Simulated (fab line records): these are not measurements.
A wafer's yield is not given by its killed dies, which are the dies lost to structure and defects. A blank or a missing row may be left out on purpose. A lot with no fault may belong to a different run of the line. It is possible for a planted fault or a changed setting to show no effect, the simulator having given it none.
The tool behind it: which one? + flow nandHarc + 6 lots with 18 wafers sampled at 2 steps, on a route of 1302 steps

## WHAT THE GAUGES SHOWED, per wafer
NHARC_P_ZERO_WELL_CD_MEAS_11: target cd 500 nm.
| lot  | measured     | on       | cdNm (nm)                           |
|------|--------------|----------|-------------------------------------|
| L642 | day 2 17:16  | cdSem-03 | 499.1 499.5 499.9                   |
| L644 | day 3 13:14  | cdSem-01 | 501.1 499.0 501.3                   |
| L646 | day 4 09:17  | cdSem-03 | 497.7 498.4 499.1                   |
| L655 | day 8 03:14  | cdSem-02 | 507.7 510.0 507.7 507.8 509.4 507.7 |
| L659 | day 9 19:14  | cdSem-02 | 501.9 499.2 501.1                   |
| L663 | day 11 11:14 | cdSem-01 | 499.4 500.1 499.3                   |

## WHAT TOOL EACH LOT RAN ON (gives the tool, then ch and the chambers of the sampled wafers, and finally the start)
| lot  | NHARC_P_ZERO_WELL_SOFTBAKE_06    |
|------|----------------------------------|
| L642 | lithoTrack-05 ch 0, day 2 16:00  |
| L644 | lithoTrack-03 ch 0, day 3 12:00  |
| L646 | lithoTrack-02 ch 0, day 4 08:00  |
| L655 | lithoTrack-03 ch 0, day 8 02:00  |
| L659 | lithoTrack-05 ch 0, day 9 18:00  |
| L663 | lithoTrack-05 ch 0, day 11 10:00 |
- NHARC_P_ZERO_WELL_SOFTBAKE_06: time 70 s.

## THE ANSWER, worked out from the rows above alone
Rule: usual is defined by the lots themselves. Put in order of their means at a reading, lots are off if they are a third of the lots or fewer, leave a main group of 4 or more, and stand apart from it by a gap of 3 or more times the standard deviation of the main group's means; of several such gaps the widest counts. If all means in a main group match to the digits the tables above print for the reading, that group is not used. A lot without any number at a reading at which 4 lots or more have one is off too. Any other lot the step has rows for is counted as sound.
Off at NHARC_P_ZERO_WELL_CD_MEAS_11 (cdNm): L655. The main group: mean 499.7 nm, standard deviation 0.82.
If a tool, at a process step before that reading, ran all the lots that are off and no sound lot after the first of them, it fits. The gauges at NHARC_P_ZERO_WELL_CD_MEAS_11 are tried like those tools. One fits: lithoTrack-03 at NHARC_P_ZERO_WELL_SOFTBAKE_06. Its last sound lot is L644 (day 3 12:00), its first lot that is off L655 (day 8 02:00): a fault that began between those two fits.

## WHAT WAS PUT IN BY THE SIMULATOR
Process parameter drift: lithoTrack-03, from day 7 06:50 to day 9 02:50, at NHARC_P_ZERO_WELL_SOFTBAKE_06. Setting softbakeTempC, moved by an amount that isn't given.
Lots struck among those shown: L655. This agrees with what the rule above found.
